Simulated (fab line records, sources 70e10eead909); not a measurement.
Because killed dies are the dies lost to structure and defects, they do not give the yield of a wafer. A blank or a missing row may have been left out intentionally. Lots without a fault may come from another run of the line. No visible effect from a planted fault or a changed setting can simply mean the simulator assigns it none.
Commonality check across tools | flow nand-harc | 4 lots, 10 wafers sampled

## REASON IT WAS OPENED
Flagged at NHARC_END_SORT_01: reading killed-at-periphery, on 3 of 4 lots. Wafers without a fault read 4.2, standard deviation 2.9.
Rule: a lot is flagged when every wafer of it that has a number lies more than 4 standard deviations from that mean, or none has a number. All remaining lots are regarded as sound.

lot  | measured     | on        | killed-at-periphery, wafer by wafer | flag
L891 | day 26 01:48 | prober-01 | 587 622 600                         | FLAGGED
L892 | day 26 18:09 | prober-01 | 607 597 610                         | FLAGGED
L890 | day 26 18:41 | prober-02 | 603 601 606                         | FLAGGED
L899 | day 28 20:31 | prober-02 | 4                                   |
The numbers of the flagged lots are 603.7 on average: +599.5 against the usual, or +99 or more standard deviations.

## WHICH TOOL RAN EACH LOT
The record holds 4 process steps before the reading, out of a route of 1302 steps. Cell contents, in order: the tool; ch with the chambers the sampled wafers went through; the start.
lot  | flag    | NHARC_P_CONTACT_ETCH_35           | NHARC_P_CONTACT_ETCH_18                      | NHARC_P_M0_ETCH_15                | NHARC_P_M0_PVD_21
L891 | FLAGGED | rie-diel-11 ch 0,1,3, day 6 13:58 | rie-diel-11 ch 0,1,3, day 6 18:18 or earlier | rie-diel-02 ch 1,2,3, day 6 18:18 | pvd-sputter-01, day 26 01:48 or earlier
L892 | FLAGGED | rie-diel-11 ch 0,2, day 6 19:37   | rie-diel-11 ch 0,1,3, day 7 00:13 or earlier | rie-diel-02 ch 0,2,3, day 7 00:13 | pvd-sputter-03, day 26 18:09 or earlier
L890 | FLAGGED | rie-diel-13 ch 0,1,3, day 7 07:26 | rie-diel-13 ch 0,1, day 7 11:43 or earlier   | rie-diel-02 ch 0,3, day 7 11:43   | pvd-sputter-03, day 26 18:41 or earlier
L899 |         | rie-diel-06 ch 0,1,2, day 9 22:48 | rie-diel-06 ch 1,2, day 10 03:26 or earlier  | rie-diel-02 ch 1,3, day 10 03:26  | pvd-sputter-03, day 28 20:31 or earlier
What is done by these steps:
- NHARC_P_CONTACT_ETCH_35: etches the open film in CF4, target depth 39 nm, time 65 s.
- NHARC_P_CONTACT_ETCH_18: etches the open film in C4F8/O2/Ar, target depth 481 nm, time 240.5 s.
- NHARC_P_M0_ETCH_15: etches the open film in C4F8/Ar, target depth 150 nm, overetch 15 nm, time 82.5 s.
- NHARC_P_M0_PVD_21: deposits Cu, target thk 30 nm, time 20.49 s.
- NHARC_END_SORT_01

## FLAGGED AGAINST TOTAL, ONE TOOL AT A TIME (gauges that did the reading follow at the end)
step                    | tool           | lots run | flagged | share of the flagged lots | sound lots run after its first flagged lot
NHARC_P_CONTACT_ETCH_35 | rie-diel-06    | 1        | 0       | none                      | -
NHARC_P_CONTACT_ETCH_35 | rie-diel-11    | 2        | 2       | some                      | 0
NHARC_P_CONTACT_ETCH_35 | rie-diel-13    | 1        | 1       | some                      | 0
NHARC_P_CONTACT_ETCH_18 | rie-diel-06    | 1        | 0       | none                      | -
NHARC_P_CONTACT_ETCH_18 | rie-diel-11    | 2        | 2       | some                      | 0
NHARC_P_CONTACT_ETCH_18 | rie-diel-13    | 1        | 1       | some                      | 0
NHARC_P_M0_ETCH_15      | rie-diel-02    | 4        | 3       | all                       | 1 (L899)
NHARC_P_M0_PVD_21       | pvd-sputter-01 | 1        | 1       | some                      | 0
NHARC_P_M0_PVD_21       | pvd-sputter-03 | 3        | 2       | some                      | 1 (L899)
NHARC_END_SORT_01       | prober-01      | 2        | 2       | some                      | 0
NHARC_END_SORT_01       | prober-02      | 2        | 1       | some                      | 1 (L899)
NHARC_P_CONTACT_ETCH_18 gives no start for some lots, so the hours and the order of its lots are those of NHARC_P_M0_ETCH_15. NHARC_P_M0_PVD_21 gives no start for some lots, so the hours and the order of its lots are those of NHARC_END_SORT_01.

## THE TABLE: WHAT IT ALLOWS
1 row of the table ran every flagged lot: rie-diel-02 at NHARC_P_M0_ETCH_15.
- rie-diel-02 at NHARC_P_M0_ETCH_15 ran 4 lots, 3 of them flagged. Sound lots followed the first flagged one (L899) on it, something a lasting fault affecting the whole tool could not allow. On the flagged lots its readings are blank where sound lots have values: bias-w, chamber-pressure-mTorr, oes-product-au, rf-vpp-V.
Every row of the table either missed a flagged lot or ran a sound lot after the first.

## WHAT THE SIMULATOR HAD INSERTED
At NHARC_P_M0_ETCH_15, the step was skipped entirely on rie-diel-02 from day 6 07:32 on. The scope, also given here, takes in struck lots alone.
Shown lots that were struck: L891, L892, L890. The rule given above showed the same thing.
